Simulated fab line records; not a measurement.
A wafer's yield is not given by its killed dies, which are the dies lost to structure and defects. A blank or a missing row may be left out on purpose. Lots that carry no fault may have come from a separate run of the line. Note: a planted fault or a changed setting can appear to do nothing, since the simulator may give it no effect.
Matching of chambers    flow n5-finfet    ald-metal-02 running N5_HKMG_FIN_NWFM_ALD_20: 4 sister chambers
The step deposits TiAlC, target thk 2 nm, pulse time 3 s, purge time 2 s. 8 wafers are shown with their chamber, then 9 later ones without.

== WAFERS, EACH WITH ITS CHAMBER ==
wafer   chamber  heater-power-w (W)  precursor-pulse-height-rel
L084.3  1        535                 0.971
L084.4  2        485                 0.960
L086.2  3        499                 1.017
L086.4  2        483                 0.998
L086.5  0        567                 0.974
L088.2  1        523                 1.002
L088.3  0        575                 0.984
L088.6  3        490                 1.000

== WAFERS WHOSE CHAMBER IS MISSING ==
wafer   heater-power-w (W)  precursor-pulse-height-rel
L089.2  490                 0.965
L089.3  490                 0.973
L089.5  570                 0.975
L094.1  491                 1.013
L094.3  575                 0.995
L094.4  549                 0.997
L096.2  569                 1.018
L096.5  576                 1.025
L096.6  581                 0.969

== EACH ONE'S CHAMBER ==
wafer   from the rows above      in truth
L089.2  can't be placed: 2 or 3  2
L089.3  can't be placed: 2 or 3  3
L089.5  0                        0
L094.1  can't be placed: 3 or 2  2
L094.3  0                        0
L094.4  can't be placed: 1 or 0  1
L096.2  0                        0
L096.5  0                        0
L096.6  0                        0
Placed correctly: 5 of 9. Can't be placed from these rows: 4 (the true chamber is among the candidates in 4). Number placed wrongly: 0.
How it was worked out, from the rows above alone: a wafer's distance from a chamber is the root of the sum, over the readings, of the square of ((its reading less the chamber's mean) divided by the reading's scatter). If the next closest chamber is less than 2 further off than the closest, the wafer can't be placed; otherwise it belongs to the closest. The mean given for a chamber averages the wafers shown for that chamber. How the scatter is found: for the shown wafers, subtract from each reading the mean of its chamber, square and add these, divide the total by (wafers less chambers), then take the root.
